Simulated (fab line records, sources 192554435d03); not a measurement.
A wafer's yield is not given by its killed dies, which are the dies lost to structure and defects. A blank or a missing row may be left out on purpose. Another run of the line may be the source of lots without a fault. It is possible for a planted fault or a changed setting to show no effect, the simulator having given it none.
fab line records ; flow n5-finfet ; part 2 of 2: steps 30 to 35 of 35
record lots=5; wafers=15; last-day=18
route steps=1938 shown BEOL_M13@1701 BEOL_M14@1716
lots that met no fault: from a run of the same line without faults
start-h: start of the lot's first displayed wafer, in hours after the record's first day ; wait-h: hours from the lot's prior step to this one ; " same as the row above ; L1.1+2: a single row standing in for several wafers ; - value missing, or start not given ; * or withheld: withheld ; < > ~ a bound
route shown NAME@n: a module of which the file shows steps, and the number in the route of the first ; usual: the fault-free wafers' mean and standard deviation ; same: alike in all rows ; chamber/n: place in a boat ; sites: the reading at each site ; _std_site: the values' standard deviation ; _edge_site: mean of outer sites minus mean of inner sites ; radius-mm: for every site, how far away it sits from the centre of the wafer ; mask NAME#n: copy n ; behind: the last tool/chamber to shape the wafer ; hold: the reason the lot was held/the length of the hold in hours/how it ended ; device: the transistor (n, p or np) that didn't switch ; end of line: the same wafers' tests at the end of the route ; a step without rows: its recipe alone ; killed: dies that structure and defects cost at the first sort, which is not the same as the wafer's yield ; map: a wafer's dies, marking killed ones x, the rest . and places with no die _
set.NAME: the setting that was run; set.NAME@STEP: the one run at that earlier step ; model.NAME: the simulator's own value behind a step, which no gauge read
lots seen at some steps along the route; tables by step, rows by wafer
services: the hour from which a tool's chamber was out of use, counted from the record's first day as start-h (under 0 if before that day), plus the number of hours and why
## steps
# step N5_BEOL_M14_ETCH_59
# recipe chemistry=N2/H2; target=BARC; target-depth-a=890; overetch-a=267; time-s=67.9; ion-energy-ev=200; pressure-mtorr=30; source-w=840; bias-w=150; n2-flow-sccm=200; h2-flow-sccm=200
# usual drypump-motor-current-A=5.7/0.49; oes-product-au=0.66/0.062; rf-vpp-V=522.9/2; showerhead-plenum-p-Torr=2.51/0.071; throttle-valve-pct=17.75/0.28
lot.wafer;tool;chamber;start-h;wait-h;drypump-motor-current-A;oes-product-au;rf-hours-counter-h;rf-vpp-V;showerhead-plenum-p-Torr;throttle-valve-pct
L082.1;rie-diel-01;0;308.85;0.0;5.8;0.60;212;523.4;2.52;17.76
L082.3;rie-diel-01;2;308.85;0.0;6.2;0.75;38;522.6;2.46;17.33
L082.5;rie-diel-01;1;308.85;0.0;6.4;0.64;-;520.4;2.44;17.75
L087.2;rie-diel-01;1;328.69;0.0;6.4;0.64;172;520.3;2.43;17.77
L087.4;rie-diel-01;2;328.69;0.0;6.2;0.75;46;521.7;2.46;17.32
L087.6;rie-diel-01;0;328.69;0.0;5.8;0.59;-;521.3;2.51;17.77
L090.1;rie-diel-01;1;339.14;0.0;6.4;0.63;176;519.4;2.43;17.77
L090.2;rie-diel-01;3;339.14;0.0;5.3;0.68;108;522.1;2.46;17.79
L090.6;rie-diel-01;3;339.14;0.0;5.3;0.68;-;521.4;2.46;17.79
L092.4;rie-diel-01;0;352.42;0.0;5.7;0.59;-;522.6;2.51;17.79
L092.5;rie-diel-01;2;352.42;0.0;6.3;0.73;-;520.8;2.46;17.34
L092.6;rie-diel-01;1;352.42;0.0;6.4;0.63;-;520.1;2.43;17.78
L095.2;rie-diel-06;1;394.85;0.0;5.2;0.61;201;525.6;2.62;18.06
L095.3;rie-diel-06;2;394.85;0.0;5.9;0.61;194;526.1;2.65;18.08
L095.4;rie-diel-06;3;394.85;0.0;5.7;0.59;220;520.0;2.42;17.92
# step N5_BEOL_M14_VIA_ETCH_16
# recipe chemistry=C4F8/O2/Ar; target=SiO2; he-inner-torr=15; he-outer-torr=30; target-depth-a=12313; time-s=withheld; ion-energy-ev=800; pressure-mtorr=20; source-w=1905; bias-w=2040; Ar_flow_sccm=400; C4F8_flow_sccm=16; O2_flow_sccm=12; ends=cleared
# usual O2_flow_sccm=12.00/0.031; drypump-motor-current-A=5.7/0.49; he-outer-torr=30.00/0.059; oes-product-au=0.70/0.068; rf-vpp-V=2204/51; showerhead-plenum-p-Torr=3.40/0.081; throttle-valve-pct=30.76/0.23
lot.wafer;tool;chamber;start-h;wait-h;O2_flow_sccm;drypump-motor-current-A;he-outer-torr;oes-product-au;rf-vpp-V;showerhead-plenum-p-Torr;throttle-valve-pct
L082.1;rie-diel-01;0;308.90;0.0;11.97;5.8;30.08;0.63;2214;3.41;30.78
L082.3;rie-diel-01;2;308.90;0.0;12.02;6.3;29.99;0.79;2135;3.38;30.54
L082.5;rie-diel-01;1;308.90;0.0;11.96;6.4;29.96;0.68;2232;3.32;30.83
L087.2;rie-diel-01;1;328.75;0.0;11.96;6.4;29.98;0.67;2232;3.32;30.82
L087.4;rie-diel-01;2;328.75;0.0;11.99;6.2;30.01;0.78;2134;3.37;30.55
L087.6;rie-diel-01;0;328.75;0.0;12.08;5.7;30.02;0.63;2215;3.41;30.80
L090.1;rie-diel-01;1;339.20;0.0;11.99;6.4;30.06;0.67;2233;3.31;30.84
L090.2;rie-diel-01;3;339.20;0.0;12.01;5.3;30.03;0.72;2190;3.34;30.83
L090.6;rie-diel-01;3;339.20;0.0;12.01;5.3;30.01;0.73;2193;3.34;30.83
L092.4;rie-diel-01;0;352.54;0.1;11.99;5.7;30.11;0.63;2212;3.41;30.79
L092.5;rie-diel-01;2;352.54;0.1;12.00;6.3;30.01;0.76;2132;3.37;30.56
L092.6;rie-diel-01;1;352.54;0.1;12.03;6.4;30.03;0.66;2231;3.31;30.84
L095.2;rie-diel-06;1;394.90;0.0;12.04;5.2;29.90;0.63;2310;3.53;30.99
L095.3;rie-diel-06;2;394.90;0.0;11.96;5.9;30.02;0.65;2286;3.57;31.12
L095.4;rie-diel-06;3;394.90;0.0;12.03;5.7;29.99;0.63;2266;3.28;30.85
# step N5_BEOL_M14_STRIP_63
# recipe chemistry=O2; power-w=600; temp-c=60; pressure-mtorr=30; rf-frequency-hz=6e+07; bias-power-w=0; overash-fraction=0.3; o2-flow-sccm=225
# usual drypump-motor-current-A=5.7/0.5; oes-product-au=0.78/0.077; rf-vpp-V=3.7/0.88; showerhead-plenum-p-Torr=2.07/0.056; throttle-valve-pct=16.57/0.23
lot.wafer;tool;chamber;start-h;wait-h;drypump-motor-current-A;oes-product-au;rf-hours-counter-h;rf-vpp-V;showerhead-plenum-p-Torr;throttle-valve-pct
L082.1;rie-diel-01;0;-;-;5.7;0.70;212;3.9;2.09;16.73
L082.3;rie-diel-01;2;-;-;6.3;0.89;38;4.1;2.06;16.42
L082.5;rie-diel-01;1;-;-;6.4;0.75;-;3.7;2.02;16.69
L087.2;rie-diel-01;1;-;-;6.4;0.73;172;6.2;2.02;16.68
L087.4;rie-diel-01;2;-;-;6.3;0.88;46;2.9;2.06;16.41
L087.6;rie-diel-01;0;-;-;5.8;0.70;-;2.3;2.09;16.72
L090.1;rie-diel-01;1;-;-;6.4;0.74;176;4.1;2.02;16.70
L090.2;rie-diel-01;3;-;-;5.3;0.79;108;3.7;2.02;16.56
L090.6;rie-diel-01;3;-;-;5.3;0.80;-;5.3;2.02;16.54
L092.4;rie-diel-01;0;-;-;5.7;0.70;-;3.1;2.09;16.72
L092.5;rie-diel-01;2;-;-;6.2;0.86;-;3.5;2.06;16.39
L092.6;rie-diel-01;1;-;-;6.4;0.74;-;2.7;2.02;16.71
L095.2;rie-diel-06;1;-;-;5.2;0.70;201;3.8;2.18;17.08
L095.3;rie-diel-06;2;-;-;5.9;0.71;194;4.1;2.15;16.76
L095.4;rie-diel-06;3;-;-;5.6;0.69;220;4.8;1.97;16.57
# step N5_BEOL_M14_STRIP_64
# recipe chemistry=O2; power-w=600; temp-c=60; pressure-mtorr=30; rf-frequency-hz=6e+07; bias-power-w=0; overash-fraction=0.3; o2-flow-sccm=225
# usual drypump-motor-current-A=5.7/0.5; oes-product-au=0.78/0.077; rf-vpp-V=3.6/0.44; showerhead-plenum-p-Torr=2.07/0.056; throttle-valve-pct=16.57/0.23
lot.wafer;tool;chamber;start-h;wait-h;drypump-motor-current-A;oes-product-au;rf-hours-counter-h;rf-vpp-V;showerhead-plenum-p-Torr;throttle-valve-pct
L082.1;rie-diel-01;0;-;-;5.8;0.70;212;3.7;2.09;16.74
L082.3;rie-diel-01;2;-;-;6.2;0.88;38;3.3;2.06;16.39
L082.5;rie-diel-01;1;-;-;6.4;0.74;-;4.1;2.02;16.67
L087.2;rie-diel-01;1;-;-;6.4;0.74;172;3.1;2.02;16.67
L087.4;rie-diel-01;2;-;-;6.3;0.88;46;3.8;2.06;16.41
L087.6;rie-diel-01;0;-;-;5.7;0.69;-;3.9;2.09;16.73
L090.1;rie-diel-01;1;-;-;6.4;0.74;176;3.2;2.02;16.70
L090.2;rie-diel-01;3;-;-;5.3;0.80;108;3.5;2.02;16.55
L090.6;rie-diel-01;3;-;-;5.3;0.80;-;2.9;2.02;16.55
L092.4;rie-diel-01;0;-;-;5.7;0.69;-;3.9;2.09;16.74
L092.5;rie-diel-01;2;-;-;6.3;0.86;-;4.1;2.06;16.43
L092.6;rie-diel-01;1;-;-;6.4;0.73;-;3.8;2.02;16.70
L095.2;rie-diel-06;1;-;-;5.2;0.70;201;4.0;2.18;17.07
L095.3;rie-diel-06;2;-;-;5.9;0.73;194;3.6;2.15;16.74
L095.4;rie-diel-06;3;-;-;5.6;0.69;220;3.3;1.97;16.56
# step N5_BEOL_M14_STRIP_71
# recipe chemistry=post-etch-residue-remover; time-s=60; temp-c=25; remover-ph=withheld; remover-water-wt-pct=withheld; remover-fluoride-wt-pct=withheld
lot.wafer;tool;chamber;start-h;wait-h
L082.1+3+5;wet-bench-02;2,5,1;309.19;-
L087.2+4+6;wet-bench-02;0,7,2;329.03;-
L090.1+2+6;wet-bench-06;4,5,6;339.48;-
L092.4+5+6;wet-bench-01;6,4,7;352.74;-
L095.2+3+4;wet-bench-01;1,5,6;395.19;-
# step N5_BEOL_M14_SRD_72
# recipe time-s=30; temp-c=23; rinse-liquid=diw; dry=n2-spin; spin-rpm=1500; dry-time-s=30
lot.wafer;tool;chamber;start-h;wait-h
L082.1+3+5;wet-bench-02;2,5,1;309.21;0.0
L087.2+4+6;wet-bench-02;0,7,2;329.05;0.0
L090.1+2+6;wet-bench-06;4,5,6;339.50;0.0
L092.4+5+6;wet-bench-01;6,4,7;352.75;0.0
L095.2+3+4;wet-bench-01;1,5,6;395.21;0.0
## services
tool;chamber;start-h;hours;kind
rie-diel-01;3;280.83;10.1;repair
krf-scanner-01;-;281.00;1.3;pm
ecd-cu-01;-;288.61;2.7;repair
rtp-anneal-01;-;300.76;7.6;pm
krf-scanner-02;-;302.71;1.0;pm
rtp-anneal-02;-;308.40;3.4;pm
pvd-sputter-03;-;310.01;0.9;repair
cmp-01;-;312.27;1.0;repair
ecd-cu-01;-;323.99;3.3;repair
rie-diel-06;3;327.78;5.0;repair
ecd-cu-01;-;328.23;2.7;repair
wet-bench-04;-;330.74;1.9;pm
cmp-03;-;334.39;4.4;pm
krf-scanner-02;-;335.64;0.4;repair
pecvd-01;1;340.74;5.6;repair
rie-diel-06;0;341.21;4.4;repair
wet-bench-04;-;342.39;1.7;repair
rie-diel-06;1;352.55;12.5;repair
pecvd-03;-;354.87;5.1;repair
pecvd-02;-;360.01;6.0;pm
pecvd-01;-;366.40;2.8;pm
pecvd-02;-;367.54;1.0;repair
krf-scanner-02;-;380.33;1.3;pm
pecvd-02;1;381.06;10.9;repair
